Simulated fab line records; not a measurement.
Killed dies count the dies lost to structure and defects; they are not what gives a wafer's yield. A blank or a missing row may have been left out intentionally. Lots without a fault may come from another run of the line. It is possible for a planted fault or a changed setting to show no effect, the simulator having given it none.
Chamber matching + flow n5-finfet + ald-sin-02 running N5_BEOL_M0_SAQP_ALD_48: 4 sister chambers
The step deposits SiO2, target thk 20 nm, pulse time 1 s, co reactant pulse time 1 s. 8 wafers are shown with their chamber, then 7 later ones without.

== WAFERS PAIRED WITH THEIR CHAMBERS ==
| wafer  | chamber | heater-power-w (W) | susceptor-temp-C (C) |
|--------|---------|--------------------|----------------------|
| L364.2 | 3       | 85                 | 100.11               |
| L364.3 | 1       | 82                 | 100.00               |
| L366.4 | 2       | 77                 | 99.92                |
| L376.1 | 2       | 78                 | 100.10               |
| L376.2 | 0       | 88                 | 100.24               |
| L376.5 | 1       | 81                 | 99.90                |
| L377.1 | 3       | 88                 | 100.17               |
| L377.4 | 0       | 88                 | 100.12               |

== WAFERS WITHOUT THEIR CHAMBER ==
| wafer  | heater-power-w (W) | susceptor-temp-C (C) |
|--------|--------------------|----------------------|
| L377.5 | 80                 | 100.09               |
| L379.2 | 89                 | 100.12               |
| L379.3 | 76                 | 100.10               |
| L379.5 | 89                 | 100.02               |
| L381.1 | 87                 | 99.94                |
| L381.2 | 79                 | 99.77                |
| L381.6 | 88                 | 99.77                |

== EACH ONE'S CHAMBER ==
| wafer  | from the rows above          | in truth |
|--------|------------------------------|----------|
| L377.5 | can't be placed: 1 or 2      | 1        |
| L379.2 | can't be placed: 0 or 3      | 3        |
| L379.3 | 2                            | 2        |
| L379.5 | can't be placed: 0 or 3      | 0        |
| L381.1 | can't be placed: 3 or 0      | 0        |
| L381.2 | can't be placed: 1 or 2      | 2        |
| L381.6 | can't be placed: 3 or 0 or 1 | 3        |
1 of 7 placed correctly. Can't be placed from these rows: 6 (the true chamber is among the candidates in 6). 0 placed wrongly.
How it was worked out, from the rows above alone: a wafer's distance from a chamber is the root of the sum, over the readings, of the square of ((its reading less the chamber's mean) divided by the reading's scatter). The wafer belongs to the nearest chamber; if the next one is less than 2 further off, it can't be placed. Each chamber's mean is taken over the wafers shown for it. The scatter: take each reading less its chamber's mean, square it, sum over the shown wafers, divide by the number of wafers less the number of chambers, and take the root.
